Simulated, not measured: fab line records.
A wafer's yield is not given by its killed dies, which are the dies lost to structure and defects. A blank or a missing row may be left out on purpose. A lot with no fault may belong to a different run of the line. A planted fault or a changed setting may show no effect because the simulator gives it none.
8D (eight disciplines) problem report, filled in by code / flow n5Finfet / the parts of the form that need people (team, actions taken, sign-off) are left out

## 1. PROBLEM STATEMENT
headPressurePsi at N5_HKMG_FIN_CMP_94 reads a mean of 3.800 psi on 6 wafers of 2 lots; wafers without a fault read 4.000 psi with a standard deviation of 0.0088. That puts it -23 standard deviations away from the usual mean.
The step: polishes, stops on SiNx, t overpolish 4.7 s, target thk 43.299 nm.
Seen first at day 7 16:24 on cmp-03, wafer L635.1. The record holds 18 wafers of 6 lots with a number at this step. The rule behind "out" and "out of limits": a value lying over 4 standard deviations away from the usual mean. Any other wafer with a number is counted as sound.

## 2. WHAT IT IS, AND WHAT IT ISN'T
question=which readings at this step | is=headPressurePsi | is not=motorCurrentA, retainingRingPressureFrac
question=which lots | is=L635, L637 | is not=L623, L626, L641, L644
question=which wafers of those lots | is=all that have a number | is not=-
question=read on which tools | is=cmp-03 | is not=cmp-01, cmp-02
question=when | is=from day 7 16:24 | is not=up to then (6 sound wafers); but 6 sound wafers of L641, L644 came after

## 3. SUSPECTS, AND WHAT RULES EACH OUT
Counting: a tool stays on the suspect list if, at a process step up to the reading, it processed all lots that are out and no sound lot following the first of them.
- cmp-03 at N5_HKMG_FIN_CMP_23 (polishes, stops on SiNx, t overpolish 10 s, target thk 46.326 nm): kept. All lots that are out passed through it, beginning with L635 at day 7 15:55, and no sound lot followed; its final sound lot before that point was L626 at day 5 09:23.
- cmp-03 at N5_HKMG_FIN_CMP_94 (polishes, stops on SiNx, t overpolish 4.7 s, target thk 43.299 nm): kept. All lots that are out passed through it, beginning with L635 at day 7 16:24, and no sound lot followed; its final sound lot before that point was L626 at day 5 09:43. Out on those wafers are its own readings of headPressurePsi.
Left after counting: cmp-03 at N5_HKMG_FIN_CMP_23, cmp-03 at N5_HKMG_FIN_CMP_94.

## 4. THE CAUSE (what the simulator had put in)
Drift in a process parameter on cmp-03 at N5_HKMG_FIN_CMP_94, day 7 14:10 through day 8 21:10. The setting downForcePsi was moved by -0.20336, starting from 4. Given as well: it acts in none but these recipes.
Counting leaves 2 suspects; this tool is one of them.

## 5. SEQUENCE OF EFFECTS, ordered by route
Each row: a reading where the mean over the struck wafers with a number is more than 3 standard deviations away from the usual. Only readings whose record carries a usual standard deviation are examined. hours: median over the lots of the time between each lot's start at the first step of this table that gives one and its start at this step. sigmas: the change, counted in usual standard deviations.
hours=0; step=N5_HKMG_FIN_CMP_94; reading=headPressurePsi; usual=4.000 psi; on struck wafers=3.800; change=-0.200; sigmas=-23
Its process steps:
- N5_HKMG_FIN_CMP_94: polishes, stops on SiNx, t overpolish 4.7 s, target thk 43.299 nm.
At these later measuring or inspecting steps, every struck wafer for which the step has a row has a number for every such reading, and none has moved that far: N5_BEOL_M4_RC_MEAS_101.

## 6. HOW IT WOULD HAVE BEEN CAUGHT EARLIER
In this record the first reading out of limits was taken at day 7 16:24, 2 hours after the fault began at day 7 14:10.
